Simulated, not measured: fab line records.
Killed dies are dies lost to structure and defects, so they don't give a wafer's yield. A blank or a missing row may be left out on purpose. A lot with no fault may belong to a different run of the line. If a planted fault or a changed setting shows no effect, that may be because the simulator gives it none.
Matching of chambers || flow n5 finfet || N5_MOL_CONTACT_COAG_ETCH_66 on rie diel-04 has 4 sister chambers
The step etches SiARC in CF4, target depth 13 nm, time 21.7 s. 4 wafers are shown with their chamber, then 12 later ones without.

WAFERS WITH THEIR CHAMBER
{"wafer": "L084.3", "chamber": 2, "drypump motor current A (A)": 6.8}
{"wafer": "L084.4", "chamber": 1, "drypump motor current A (A)": 5.7}
{"wafer": "L084.5", "chamber": 3, "drypump motor current A (A)": 5.8}
{"wafer": "L084.6", "chamber": 0, "drypump motor current A (A)": 4.9}

WAFERS MISSING THEIR CHAMBER
{"wafer": "L087.1", "drypump motor current A (A)": 4.9}
{"wafer": "L087.4", "drypump motor current A (A)": 5.8}
{"wafer": "L087.5", "drypump motor current A (A)": 5.8}
{"wafer": "L089.2", "drypump motor current A (A)": 5.0}
{"wafer": "L089.3", "drypump motor current A (A)": 5.7}
{"wafer": "L089.5", "drypump motor current A (A)": 4.9}
{"wafer": "L096.3", "drypump motor current A (A)": 5.8}
{"wafer": "L096.4", "drypump motor current A (A)": 5.8}
{"wafer": "L096.5", "drypump motor current A (A)": 5.8}
{"wafer": "L097.1", "drypump motor current A (A)": 5.8}
{"wafer": "L097.3", "drypump motor current A (A)": 5.8}
{"wafer": "L097.4", "drypump motor current A (A)": 5.0}

WHICH CHAMBER EACH ONE RAN IN
{"wafer": "L087.1", "from the rows above": 0, "in truth": 0}
{"wafer": "L087.4", "from the rows above": 3, "in truth": 3}
{"wafer": "L087.5", "from the rows above": 3, "in truth": 3}
{"wafer": "L089.2", "from the rows above": 0, "in truth": 0}
{"wafer": "L089.3", "from the rows above": 1, "in truth": 1}
{"wafer": "L089.5", "from the rows above": 0, "in truth": 0}
{"wafer": "L096.3", "from the rows above": 3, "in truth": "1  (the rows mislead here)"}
{"wafer": "L096.4", "from the rows above": 3, "in truth": 3}
{"wafer": "L096.5", "from the rows above": 3, "in truth": 3}
{"wafer": "L097.1", "from the rows above": 3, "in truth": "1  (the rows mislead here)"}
{"wafer": "L097.3", "from the rows above": 3, "in truth": 3}
{"wafer": "L097.4", "from the rows above": 0, "in truth": 0}
10 of 12 placed correctly. Can't be placed from these rows: 0. Wrongly placed: 2.
How it was worked out, from the rows above alone: a wafer's distance from a chamber is the root of the sum, over the readings, of the square of ((its reading less the chamber's mean) divided by the reading's scatter). The wafer belongs to the nearest chamber; if the next one is less than 2 further off, it can't be placed. For every chamber, the mean is computed from those of its wafers that are shown. The scatter: with one shown wafer a chamber, the root of the mean of the squares of how far each hidden wafer lies from its nearest shown one.
